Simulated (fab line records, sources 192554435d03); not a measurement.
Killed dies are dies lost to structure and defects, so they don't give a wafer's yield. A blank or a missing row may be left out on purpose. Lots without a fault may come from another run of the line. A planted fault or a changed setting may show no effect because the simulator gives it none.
fab line records | flow n5_finfet
record lots=10 wafers=30 last_day=18
route steps=1938 shown BEOL_M0@736 BEOL_M1@753 BEOL_M4@1111
lots that met no fault: from a run of the same line without faults
start_h: hours from the record's first day to the start of the lot's first wafer shown | wait_h: hours since the lot's step before | " the same as in the row above | L1.1+2: a row that stands for several wafers | - no value, or no start given | * or withheld: withheld | < > ~ a bound
route shown NAME@n: a module of which the file shows steps, and the number in the route of the first | usual: mean/standard deviation of fault-free wafers | same: alike in all rows | chamber/n: place in a boat | sites: the reading at each site | _std_site: their standard deviation | _edge_site: outer sites' mean less inner sites' | radius_mm: how far each site lies from the wafer's centre | mask NAME#n: copy n | behind: the tool/chamber that last shaped the wafer | hold: why the lot was held/for how many hours/how that ended | device: the transistor (n, p or np) that didn't switch | end of line: the same wafers' tests at the end of the route | a step without rows: its recipe alone | killed: dies lost to structure and defects at the first sort, not the wafer's yield | map: a wafer's dies, x killed, . not, _ none there
set.NAME: the setting as run; set.NAME@STEP: as run at that earlier step | model.NAME: the simulator's own value behind a step, which no gauge read
steps of the route over a sample of lots; a table a step, a row a wafer
services: from which hour (start_h, from the record's first day; less than 0 if before it) a tool's chamber was out of use, for how many hours, and why
## steps
# step N5_BEOL_M0_SPUTTER_132
# recipe material=Cu target_thk_a=40 temp_c=-20 chamber_pressure_pa=0.07 power_w=withheld time_s=7.37
# usual chuck_sensor_temp_C=-16.1/0.75 susceptor_temp_C=-20.00/0.098 throttle_valve_pct=30.0/0.82
# columns lot.wafer tool chamber start_h wait_h chuck_sensor_temp_C susceptor_temp_C throttle_valve_pct
L805.3 pvd_sputter-02 - 120.39 0.0 -15.6 -20.00 29.0
L805.4 " - " " -15.8 -19.83 28.8
L805.5 " - " " -15.8 -20.06 28.7
L806.1 pvd_sputter-03 - 124.75 0.0 -16.4 -20.03 30.2
L806.3 " - " " -15.6 -20.15 29.8
L806.6 " - " " -16.7 -20.05 30.5
L807.1 pvd_sputter-03 - 134.42 0.0 -16.7 -20.10 30.4
L807.3 " - " " -16.1 -20.06 30.8
L807.4 " - " " -16.0 -19.96 29.9
L808.1 pvd_sputter-01 - 137.66 0.0 -16.6 -19.96 31.4
L808.3 " - " " -16.6 -20.02 30.6
L808.6 " - " " -16.5 -19.87 31.7
L811.1 pvd_sputter-02 - 157.52 0.0 -15.7 -20.11 28.6
L811.3 " - " " -15.9 -19.97 29.0
L811.5 " - " " -15.9 -20.03 28.8
L812.1 pvd_sputter-02 - 159.10 0.0 -15.9 -19.78 29.7
L812.2 " - " " -15.9 -20.04 28.7
L812.5 " - " " -16.0 -19.88 29.7
L819.1 pvd_sputter-01 - 204.40 0.0 -16.8 -19.93 29.1
L819.4 " - " " -16.7 -19.98 30.6
L819.6 " - " " -16.5 -20.21 31.4
L823.2 pvd_sputter-03 - 224.66 0.0 -16.3 -19.95 30.9
L823.3 " - " " -16.6 -20.03 30.4
L823.5 " - " " -14.1 -20.16 29.8
L825.1 pvd_sputter-01 - 240.05 0.0 -16.7 -19.88 30.8
L825.3 " - " " -16.5 -19.84 31.6
L825.4 " - " " -16.6 -19.92 30.0
L828.2 pvd_sputter-01 - 262.50 0.0 -16.7 -19.90 29.2
L828.3 " - " " -16.5 -19.99 31.5
L828.4 " - " " -16.6 -19.91 30.1
# step N5_BEOL_M1_PECVD_72
# recipe material=SiO2 target_thk_a=160 temp_c=400 precursor=TEOS/O2 pressure_torr=5.5 rf_w=450 teos_flow_sccm=53.8 gas=O2 flow_sccm=3000 time_s=18
# usual heater_power_outer_w=434/86 heater_power_w=752/140 showerhead_plenum_p_Torr=8.79/0.041 susceptor_temp_C=399.98/0.21 throttle_valve_pct=22.2/1.6
# columns lot.wafer tool chamber start_h wait_h heater_power_outer_w heater_power_w showerhead_plenum_p_Torr susceptor_temp_C throttle_valve_pct
L805.3 pecvd-04 1 122.10 0.0 531 989 8.71 399.60 21.7
L805.4 " 2 " " 492 818 8.79 399.79 22.2
L805.5 " 1 " " 534 990 8.69 399.96 21.9
L806.1 pecvd-01 1 126.27 0.0 334 583 8.78 400.16 23.0
L806.3 " 0 " " 377 651 8.82 399.84 23.9
L806.6 " 1 " " 331 612 8.78 400.30 23.1
L807.1 pecvd-01 2 136.09 0.0 433 728 8.80 400.03 19.7
L807.3 " 0 " " 446 766 8.82 400.34 23.9
L807.4 " 2 " " 440 719 8.80 400.08 19.9
L808.1 pecvd-01 1 139.29 0.0 310 560 8.80 399.91 22.9
L808.3 " 2 " " 354 621 8.82 399.85 19.9
L808.6 " 1 " " 313 568 8.79 399.97 23.1
L811.1 pecvd-04 2 159.04 0.0 559 880 8.81 399.91 22.0
L811.3 " 1 " " 525 1003 8.71 399.93 21.5
L811.5 " 1 " " 500 1009 8.71 399.59 21.7
L812.1 pecvd-01 2 160.64 0.0 465 761 8.81 399.82 19.9
L812.2 " 0 " " 358 645 8.79 399.82 23.7
L812.5 " 2 " " 459 758 8.80 400.11 20.1
L819.1 pecvd-04 1 205.86 0.0 441 892 8.72 399.86 21.5
L819.4 " 1 " " 455 910 8.73 399.94 21.5
L819.6 " 1 " " 450 899 8.69 399.85 21.7
L823.2 pecvd-01 2 226.40 0.0 471 765 8.82 399.92 19.9
L823.3 " 0 " " 434 706 8.80 399.84 23.8
L823.5 " 2 " " 454 742 8.80 399.55 19.9
L825.1 pecvd-04 1 241.66 0.0 491 965 8.72 399.74 21.7
L825.3 " 2 " " 486 806 8.76 399.94 20.4
L825.4 " 2 " " 507 830 8.77 399.94 20.6
L828.2 pecvd-04 0 263.95 0.0 531 859 8.86 399.96 20.8
L828.3 " 2 " " 564 893 8.75 399.50 20.4
L828.4 " 1 " " 421 901 8.70 399.92 21.5
# step N5_BEOL_M1_COAT_73
# recipe resist=underlayer temp_c=205 time_s=60 spin_rpm=1500 resist_thk_nm=5
# usual dispense_pressure_kPa=49/4.3 spin_speed_rpm=1500.0/1.1
# columns lot.wafer tool chamber start_h wait_h dispense_pressure_kPa spin_speed_rpm
L805.3 litho_track-01 0 123.09 - 44 1498.8
L805.4 " 0 " " 44 1500.7
L805.5 " 0 " " 44 1498.2
L806.1 litho_track-01 0 127.66 - 44 1499.1
L806.3 " 0 " " 44 1499.1
L806.6 " 0 " " 44 1500.3
L807.1 litho_track-04 0 136.68 - 51 1498.1
L807.3 " 0 " " 51 1502.4
L807.4 " 0 " " 50 1502.0
L808.1 litho_track-04 0 140.85 - 50 1500.2
L808.3 " 0 " " 50 1498.6
L808.6 " 0 " " 50 1499.4
L811.1 litho_track-01 0 160.11 - 44 1499.3
L811.3 " 0 " " 44 1499.9
L811.5 " 0 " " 44 1499.5
L812.1 litho_track-04 0 161.87 - 50 1500.2
L812.2 " 0 " " 51 1500.4
L812.5 " 0 " " 50 1500.5
L819.1 litho_track-04 0 209.95 - 50 1448.6
L819.4 " 0 " " 51 1448.2
L819.6 " 0 " " 51 1446.0
L823.2 litho_track-04 0 226.86 - 50 1447.2
L823.3 " 0 " " 51 1445.7
L823.5 " 0 " " 51 1447.3
L825.1 litho_track-02 0 243.66 - 54 1500.5
L825.3 " 0 " " 55 1500.9
L825.4 " 0 " " 55 1501.1
L828.2 litho_track-02 0 264.98 - 54 1500.4
L828.3 " 0 " " 55 1500.8
L828.4 " 0 " " 55 1499.6
# step N5_BEOL_M1_INSPECT_13
# recipe mode=adi inspect_instrument=brightfield
# usual raw_defect_count=432/120
# columns lot.wafer tool chamber start_h wait_h raw_defect_count
L805.3 defect_inspect-02 - 123.57 0.0 580
L805.4 " - " " 469
L805.5 " - " " 413
L806.1 defect_inspect-02 - 128.01 0.1 481
L806.3 " - " " 377
L806.6 " - " " 382
L807.1 defect_inspect-02 - 137.05 0.1 410
L807.3 " - " " 539
L807.4 " - " " 794
L808.1 defect_inspect-02 - 141.33 0.1 327
L808.3 " - " " 325
L808.6 " - " " 259
L811.1 defect_inspect-02 - 160.45 0.1 398
L811.3 " - " " 346
L811.5 " - " " 297
L812.1 defect_inspect-01 - 162.34 0.1 571
L812.2 " - " " 552
L812.5 " - " " 456
L819.1 defect_inspect-01 - 210.30 0.1 388
L819.4 " - " " 331
L819.6 " - " " 499
L823.2 defect_inspect-02 - 227.25 0.0 553
L823.3 " - " " 401
L823.5 " - " " 410
L825.1 defect_inspect-01 - 244.01 0.1 322
L825.3 " - " " 384
L825.4 " - " " 445
L828.2 defect_inspect-02 - 265.45 0.0 349
L828.3 " - " " 397
L828.4 " - " " 348
# step N5_BEOL_M4_RC_MEAS_101
# usual DIBL_N=35.9/1.4 DIBL_P=35.9/1.7 IOFF_N=0.155/0.023 IOFF_P=0.201/0.029 ION_N=672/8.8 ION_P=460/7 SS_N=71.6/0.48 SS_P=73.1/0.64 VT_N=250.0/3 VT_P=-251.6/3
# columns lot.wafer tool chamber start_h wait_h DIBL_N[mV/V] DIBL_P[mV/V] IOFF_N[nA/um] IOFF_P[nA/um] ION_N[uA/um] ION_P[uA/um] SS_N[mV/dec] SS_P[mV/dec] VT_N[mV] VT_P[mV]
L805.3 prober-02 0 170.23 0.3 34.6 35.1 0.131 0.195 667 460 71.7 73.3 250.4 -252.1
L805.4 " 0 " " 38.2 38.6 0.191 0.252 680 464 72.2 74.6 245.9 -250.6
L805.5 " 0 " " 37.1 37.4 0.174 0.229 672 459 71.7 74.0 247.3 -249.8
L806.1 prober-02 0 172.95 0.0 34.9 33.6 0.130 0.184 652 452 71.9 72.2 256.1 -249.7
L806.3 " 0 " " 34.1 33.5 0.120 0.181 660 455 71.0 72.6 254.3 -250.7
L806.6 " 0 " " 35.3 35.0 0.145 0.213 664 463 71.7 72.7 251.9 -250.3
L807.1 prober-02 0 182.94 0.0 35.3 34.0 0.146 0.207 672 469 71.8 72.6 252.7 -248.6
L807.3 " 0 " " 35.4 34.6 0.144 0.206 670 462 71.1 73.0 250.4 -247.5
L807.4 " 0 " " 36.0 36.0 0.163 0.232 688 475 72.0 73.2 248.6 -247.8
L808.1 prober-02 0 194.31 0.0 36.2 35.5 0.143 0.188 669 458 71.7 72.4 251.5 -255.1
L808.3 " 0 " " 37.7 36.6 0.163 0.202 666 456 72.1 73.5 251.0 -252.9
L808.6 " 0 " " 35.9 35.5 0.145 0.190 674 462 71.3 72.6 250.1 -252.0
L811.1 prober-01 0 202.06 0.0 34.1 35.0 0.128 0.162 660 452 71.6 72.4 252.3 -254.1
L811.3 " 0 " " 35.3 36.8 0.150 0.179 674 457 71.1 73.4 249.7 -254.3
L811.5 " 0 " " 36.0 37.7 0.161 0.186 676 460 72.0 73.6 251.4 -253.0
L812.1 prober-02 0 216.75 0.0 33.8 33.6 0.126 0.147 669 453 70.9 72.7 251.1 -256.9
L812.2 " 0 " " 35.1 34.5 0.141 0.155 669 443 71.8 72.7 251.5 -256.8
L812.5 " 0 " " 34.4 34.1 0.131 0.148 665 448 70.8 72.1 252.5 -256.1
L819.1 prober-01 0 252.05 0.0 36.9 36.8 0.183 0.244 684 467 72.1 74.0 246.3 -249.6
L819.4 " 0 " " 37.7 37.6 0.198 0.260 671 463 72.6 73.6 244.0 -246.0
L819.6 " 0 " " 36.5 35.2 0.170 0.227 670 461 72.4 73.7 248.2 -249.3
L823.2 prober-02 0 279.34 0.2 34.5 34.7 0.131 0.146 660 448 71.4 72.9 254.0 -258.7
L823.3 " 0 " " 34.9 35.5 0.134 0.149 680 456 71.4 73.7 254.3 -256.1
L823.5 " 0 " " 34.1 34.6 0.125 0.140 658 445 71.2 72.8 251.2 -257.9
L825.1 prober-02 0 286.47 0.0 39.1 39.8 0.211 0.260 682 462 72.3 74.4 243.3 -250.6
L825.3 " 0 " " 38.5 39.4 0.195 0.250 685 464 72.4 73.7 248.6 -249.5
L825.4 " 0 " " 37.6 38.0 0.187 0.231 686 469 71.8 73.0 243.6 -249.3
L828.2 prober-02 0 311.64 0.2 35.6 34.0 0.141 0.186 649 448 71.7 72.6 255.4 -253.7
L828.3 " 0 " " 34.9 34.2 0.131 0.198 668 462 71.1 73.4 250.9 -251.9
L828.4 " 0 " " 33.5 32.8 0.113 0.168 654 454 71.0 72.6 256.9 -252.6
## services
# columns tool chamber start_h hours kind
pecvd-04 - 100.78 6.0 pm
pvd_sputter-02 - 104.76 2.3 repair
pecvd-04 1 127.07 5.0 scheduled_down
pecvd-04 - 133.79 2.8 pm
pecvd-04 - 138.03 0.5 repair
pecvd-01 - 146.33 0.9 repair
pecvd-04 1 152.85 5.5 scheduled_down
pecvd-04 - 181.78 1.6 repair
pecvd-04 2 202.47 - clean
pecvd-04 2 202.47 - consumable_replace:showerhead
pecvd-04 2 202.47 29.0 scheduled_down
pecvd-04 2 202.47 29.0 vent_cycle
pecvd-01 0 229.86 2.1 scheduled_down
pecvd-01 - 232.63 14.6 pm
## key
first_sign step=N5_BEOL_M1_COAT_73 reading=spin_speed_rpm direction=down sigmas=48 usual=* struck=*
effect none on later readings
met_at N5_BEOL_M1_COAT_73
struck_lots L819,L823
not_acting_at N5_BEOL_M0_SPUTTER_132,N5_BEOL_M1_PECVD_72,N5_BEOL_M1_INSPECT_13
onset_between 161.87 209.95
fault kind=process_parameter_drift tool=litho_track-04 chamber=- onset_h=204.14 steps=N5_BEOL_M1_COAT_73 channel=spin_rpm offset=* shape=step end_h=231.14 acts_in=* stated=*
